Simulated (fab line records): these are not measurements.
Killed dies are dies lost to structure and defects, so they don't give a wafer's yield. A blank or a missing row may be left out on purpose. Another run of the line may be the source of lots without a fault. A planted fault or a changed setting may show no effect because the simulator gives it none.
Matching of chambers + flow nandHarc + NHARC_HYBRID_BOND_ACTIVATE_00 on rieDiel-08: 4 sister chambers
The step chemistry N2, time 60 s. 14 wafers are shown with their chamber, then 7 later ones without.

WAFERS, EACH WITH ITS CHAMBER
| wafer  | chamber | drypumpMotorCurrentA (A) | oesProductAu (a.u.) | rfVppV (V) |
|--------|---------|--------------------------|---------------------|------------|
| L927.3 | 3       | 5.8                      | 0.991               | 65.5       |
| L927.5 | 3       | 5.8                      | 0.993               | 64.7       |
| L927.6 | 2       | 5.0                      | 0.993               | 63.3       |
| L937.1 | 1       | 6.3                      | 1.013               | 64.2       |
| L937.4 | 2       | 5.0                      | 1.011               | 64.1       |
| L937.5 | 1       | 6.3                      | 1.009               | 63.0       |
| L938.1 | 0       | 6.1                      | 1.009               | 64.6       |
| L938.3 | 1       | 6.2                      | 1.011               | 63.3       |
| L938.4 | 2       | 5.0                      | 1.019               | 63.7       |
| L939.1 | 1       | 6.3                      | 1.011               | 64.5       |
| L939.2 | 3       | 5.8                      | 1.001               | 64.0       |
| L939.5 | 0       | 6.1                      | 0.997               | 64.6       |
| L943.1 | 2       | 5.0                      | 1.006               | 65.2       |
| L943.2 | 1       | 6.3                      | 1.002               | 64.4       |

SIGNATURES (averages over the wafers above)
| reading              | chamber 0 | chamber 1 | chamber 2 | chamber 3 | scatter within a chamber |
|----------------------|-----------|-----------|-----------|-----------|--------------------------|
| drypumpMotorCurrentA | 6.100     | 6.280     | 5.000     | 5.800     | 0.0283                   |
| oesProductAu         | 1.00300   | 1.00920   | 1.00725   | 0.99500   | 0.00747                  |
| rfVppV               | 64.600    | 63.880    | 64.075    | 64.733    | 0.707                    |
Rule: for a wafer and a chamber, the distance is found by dividing, reading by reading, the gap between the wafer's reading and the chamber's mean by the reading's scatter, squaring, summing and taking the root. If the next closest chamber is less than 2 further off than the closest, the wafer can't be placed; otherwise it belongs to the closest. The scatter is the square root of a quotient: the sum, over the shown wafers, of each reading's squared deviation from its chamber's mean, divided by wafers minus chambers.

WAFERS WHOSE CHAMBER IS MISSING
| wafer  | drypumpMotorCurrentA (A) | oesProductAu (a.u.) | rfVppV (V) |
|--------|--------------------------|---------------------|------------|
| L943.6 | 6.3                      | 0.997               | 64.0       |
| L942.3 | 5.0                      | 1.002               | 63.9       |
| L942.4 | 6.1                      | 0.984               | 64.5       |
| L942.6 | 6.1                      | 0.998               | 64.7       |
| L944.1 | 5.8                      | 0.990               | 63.7       |
| L944.2 | 6.3                      | 1.012               | 64.4       |
| L944.4 | 5.0                      | 1.007               | 65.0       |

WHICH CHAMBER EACH WENT THROUGH
| wafer  | from the rows above | in truth |
|--------|---------------------|----------|
| L943.6 | 1                   | 1        |
| L942.3 | 2                   | 2        |
| L942.4 | 0                   | 0        |
| L942.6 | 0                   | 0        |
| L944.1 | 3                   | 3        |
| L944.2 | 1                   | 1        |
| L944.4 | 2                   | 2        |
Placed correctly: 7 of 7. Not placeable from these rows: 0. Wrongly placed: 0.
